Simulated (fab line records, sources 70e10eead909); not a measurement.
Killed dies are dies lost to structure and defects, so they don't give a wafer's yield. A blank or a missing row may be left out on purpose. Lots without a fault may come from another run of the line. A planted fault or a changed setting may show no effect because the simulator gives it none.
Problem report in the 8D (eight disciplines) form, filled by code | flow nand_harc | the parts of the form that need people (team, actions taken, sign-off) are left out

1. THE PROBLEM
cd_nm at NHARC_P_GATE_CD_MEAS_26 reads a mean of 117.2 nm on 9 wafers of 3 lots; wafers without a fault read 120.1 nm with a standard deviation of 0.55. That is -5.2 standard deviations from the usual mean.
The step: target cd 120 nm.
First seen on wafer L395.2, day 10 11:31, on cd_sem-02. The record holds 36 wafers of 12 lots with a number at this step. Rule for "out", or "out of limits": more than 4 standard deviations from the usual mean. The other wafers with a number count as sound.

2. WHAT IT IS AND WHAT IT IS NOT
question                    | is                              | is not
which readings at this step | cd_nm                           | -
which lots                  | L395, L397, L398                | L382, L383, L387, L388, L389, L391, L403, L404, L405
which wafers of those lots  | all that have a number          | -
read on which gauges        | cd_sem-01, cd_sem-02, cd_sem-03 | -
when                        | from day 10 11:31               | up to then (18 sound wafers); but 9 sound wafers of L403, L404, L405 came after

3. SUSPECTS, AND WHAT RULES EACH OUT
Counting: a tool at a process step up to the reading stays a suspect if it ran every lot that is out and no sound lot after the first of them.
- the gauge at NHARC_P_GATE_CD_MEAS_26: ruled out. The wafers that are out were read on 3 gauges (cd_sem-01, cd_sem-02, cd_sem-03).
- litho_track-01 at NHARC_P_GATE_PEB_24 (peb time 65 s): ruled out as a lasting fault. Sound lots L403, L405 ran on it after its first lot that is out, L395 (day 10 11:26).
Left after counting: nothing in the record.

4. THE CAUSE (what the simulator had put in)
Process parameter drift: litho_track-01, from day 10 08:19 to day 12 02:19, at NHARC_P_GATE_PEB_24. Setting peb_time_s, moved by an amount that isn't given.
Counting ruled it out, wrongly: the rule takes a fault to strike every lot that its tool runs from its start on, and this one did not.

5. THE CHAIN OF EFFECTS, in route order
Each row: a reading whose mean over the struck wafers that have a number lies more than 3 standard deviations from the usual. Only readings for which the record gives a usual standard deviation are gone through. hours: the time from each lot's start at the first step in this table that gives one to its start at this step, as a median over the lots. sigmas: the change in usual standard deviations.
hours | step                    | reading | usual    | on struck wafers | change | sigmas
0     | NHARC_P_GATE_CD_MEAS_26 | cd_nm   | 120.1 nm | 117.2            | -2.9   | -5.2
Later measuring or inspecting steps at which every struck wafer that the step has a row for has a number for every such reading, and none has moved that far: NHARC_P_GATE_OVL_MEAS_27, NHARC_END_SORT_01.

6. WHAT WOULD HAVE CAUGHT IT SOONER
In this record the first reading out of limits at a measuring or inspecting step was taken at day 10 11:31, 3 hours after the fault began at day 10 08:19.
